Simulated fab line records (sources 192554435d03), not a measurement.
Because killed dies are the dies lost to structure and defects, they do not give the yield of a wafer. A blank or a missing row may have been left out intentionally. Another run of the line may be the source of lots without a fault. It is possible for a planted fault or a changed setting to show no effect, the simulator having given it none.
Check for tools in common / flow n5-finfet / 27 wafers sampled across 9 lots

== REASON FOR OPENING ==
At N5_DUMMY_GATE_CD_MEAS_50 the reading cd-nm is flagged on 3 of 9 lots. Fault-free wafers read 14.0 nm, with a standard deviation of 0.34.
Rule: a lot is flagged when every wafer of it that has a number lies more than 4 standard deviations from that mean, or none has a number. The rest of the lots are taken to be sound.

lot=L583; measured=day 2 23:11; on=cd-sem-02; cd-nm (nm), wafer by wafer=14.0 14.3 14.0; flag=
lot=L584; measured=day 3 06:04; on=cd-sem-03; cd-nm (nm), wafer by wafer=14.3 14.2 14.1; flag=
lot=L586; measured=day 3 16:35; on=cd-sem-02; cd-nm (nm), wafer by wafer=13.7 14.1 14.0; flag=
lot=L589; measured=day 4 10:14; on=cd-sem-03; cd-nm (nm), wafer by wafer=14.2 14.5 14.3; flag=
lot=L592; measured=day 5 09:04; on=cd-sem-01; cd-nm (nm), wafer by wafer=14.3 13.9 14.1; flag=
lot=L594; measured=day 5 20:56; on=cd-sem-01; cd-nm (nm), wafer by wafer=14.3 14.6 13.9; flag=
lot=L597; measured=day 6 14:10; on=cd-sem-03; cd-nm (nm), wafer by wafer=23.0 22.9 23.1; flag=FLAGGED
lot=L598; measured=day 6 22:22; on=cd-sem-02; cd-nm (nm), wafer by wafer=23.0 22.5 23.4; flag=FLAGGED
lot=L599; measured=day 6 22:41; on=cd-sem-02; cd-nm (nm), wafer by wafer=23.5 23.4 23.4; flag=FLAGGED
Average over the flagged lots: 23.1 nm; offset from the usual +9.1 nm, equal to +27 standard deviations.

== WHICH TOOL RAN EACH LOT ==
Before the reading, the record contains 3 process steps out of a 1938-step route. Cell contents, in order: the tool; ch with the chambers the sampled wafers went through; the start.
lot=L583; flag=; N5_STI_FIN_REVEAL_STRIP_24=rie-diel-06 ch 0,1,3, day 2 09:50; N5_DUMMY_GATE_ETCH_36=rie-diel-03 ch 0,1,3, day 2 22:55; N5_DUMMY_GATE_TRIM_49=rie-si-03 ch 2,3, day 2 23:02
lot=L584; flag=; N5_STI_FIN_REVEAL_STRIP_24=rie-diel-04 ch 0,1,2, day 2 17:57; N5_DUMMY_GATE_ETCH_36=rie-diel-02 ch 0,2, day 3 05:48; N5_DUMMY_GATE_TRIM_49=rie-si-04 ch 0,1,2, day 3 05:55
lot=L586; flag=; N5_STI_FIN_REVEAL_STRIP_24=rie-diel-04 ch 2,3, day 3 04:17; N5_DUMMY_GATE_ETCH_36=rie-diel-02 ch 0,2,3, day 3 16:19; N5_DUMMY_GATE_TRIM_49=rie-si-03 ch 2,3, day 3 16:26
lot=L589; flag=; N5_STI_FIN_REVEAL_STRIP_24=rie-diel-06 ch 1,2,3, day 3 22:04; N5_DUMMY_GATE_ETCH_36=rie-diel-05 ch 1,2,3, day 4 09:58; N5_DUMMY_GATE_TRIM_49=rie-si-04 ch 0,2,3, day 4 10:05
lot=L592; flag=; N5_STI_FIN_REVEAL_STRIP_24=rie-diel-06 ch 0,1,2, day 4 16:58; N5_DUMMY_GATE_ETCH_36=rie-diel-03 ch 0,3, day 5 08:47; N5_DUMMY_GATE_TRIM_49=rie-si-04 ch 1,2,3, day 5 08:55
lot=L594; flag=; N5_STI_FIN_REVEAL_STRIP_24=rie-diel-01 ch 1,2,3, day 5 06:20; N5_DUMMY_GATE_ETCH_36=rie-diel-02 ch 0,3, day 5 20:40; N5_DUMMY_GATE_TRIM_49=rie-si-06 ch 0,1,3, day 5 20:47
lot=L597; flag=FLAGGED; N5_STI_FIN_REVEAL_STRIP_24=rie-diel-01 ch 2,3, day 5 21:49; N5_DUMMY_GATE_ETCH_36=rie-diel-03 ch 1,2, day 6 13:47; N5_DUMMY_GATE_TRIM_49=rie-si-04 ch 0,1, day 6 13:55
lot=L598; flag=FLAGGED; N5_STI_FIN_REVEAL_STRIP_24=rie-diel-06 ch 0,1,2, day 6 04:13; N5_DUMMY_GATE_ETCH_36=rie-diel-05 ch 2,3, day 6 22:00; N5_DUMMY_GATE_TRIM_49=rie-si-03 ch 0,1,2, day 6 22:07
lot=L599; flag=FLAGGED; N5_STI_FIN_REVEAL_STRIP_24=rie-diel-06 ch 1,2,3, day 6 10:15; N5_DUMMY_GATE_ETCH_36=rie-diel-02 ch 0,3, day 6 22:13; N5_DUMMY_GATE_TRIM_49=rie-si-06 ch 0,1,2, day 6 22:20
What the steps here do:
- N5_STI_FIN_REVEAL_STRIP_24: strips in N2/H2, time 90 s.
- N5_DUMMY_GATE_ETCH_36: etches SiARC in CF4, target depth 13 nm.
- N5_DUMMY_GATE_TRIM_49: chemistry O2, time 29 s, target cd 14 nm.
- N5_DUMMY_GATE_CD_MEAS_50: target cd 14 nm.

== FLAGGED OVER TOTAL, TOOL BY TOOL (the gauges that took the reading come last) ==
step=N5_STI_FIN_REVEAL_STRIP_24; tool=rie-diel-01; lots run=2; flagged=1; share of the flagged lots=some; sound lots run after its first flagged lot=0
step=N5_STI_FIN_REVEAL_STRIP_24; tool=rie-diel-04; lots run=2; flagged=0; share of the flagged lots=none; sound lots run after its first flagged lot=-
step=N5_STI_FIN_REVEAL_STRIP_24; tool=rie-diel-06; lots run=5; flagged=2; share of the flagged lots=some; sound lots run after its first flagged lot=0
step=N5_DUMMY_GATE_ETCH_36; tool=rie-diel-02; lots run=4; flagged=1; share of the flagged lots=some; sound lots run after its first flagged lot=0
step=N5_DUMMY_GATE_ETCH_36; tool=rie-diel-03; lots run=3; flagged=1; share of the flagged lots=some; sound lots run after its first flagged lot=0
step=N5_DUMMY_GATE_ETCH_36; tool=rie-diel-05; lots run=2; flagged=1; share of the flagged lots=some; sound lots run after its first flagged lot=0
step=N5_DUMMY_GATE_TRIM_49; tool=rie-si-03; lots run=3; flagged=1; share of the flagged lots=some; sound lots run after its first flagged lot=0
step=N5_DUMMY_GATE_TRIM_49; tool=rie-si-04; lots run=4; flagged=1; share of the flagged lots=some; sound lots run after its first flagged lot=0
step=N5_DUMMY_GATE_TRIM_49; tool=rie-si-06; lots run=2; flagged=1; share of the flagged lots=some; sound lots run after its first flagged lot=0
step=N5_DUMMY_GATE_CD_MEAS_50; tool=cd-sem-01; lots run=2; flagged=0; share of the flagged lots=none; sound lots run after its first flagged lot=-
step=N5_DUMMY_GATE_CD_MEAS_50; tool=cd-sem-02; lots run=4; flagged=2; share of the flagged lots=some; sound lots run after its first flagged lot=0
step=N5_DUMMY_GATE_CD_MEAS_50; tool=cd-sem-03; lots run=3; flagged=1; share of the flagged lots=some; sound lots run after its first flagged lot=0

== THE TABLE: WHAT IT ALLOWS ==
No row of the table ran every flagged lot.

== WHAT WAS PUT IN BY THE SIMULATOR ==
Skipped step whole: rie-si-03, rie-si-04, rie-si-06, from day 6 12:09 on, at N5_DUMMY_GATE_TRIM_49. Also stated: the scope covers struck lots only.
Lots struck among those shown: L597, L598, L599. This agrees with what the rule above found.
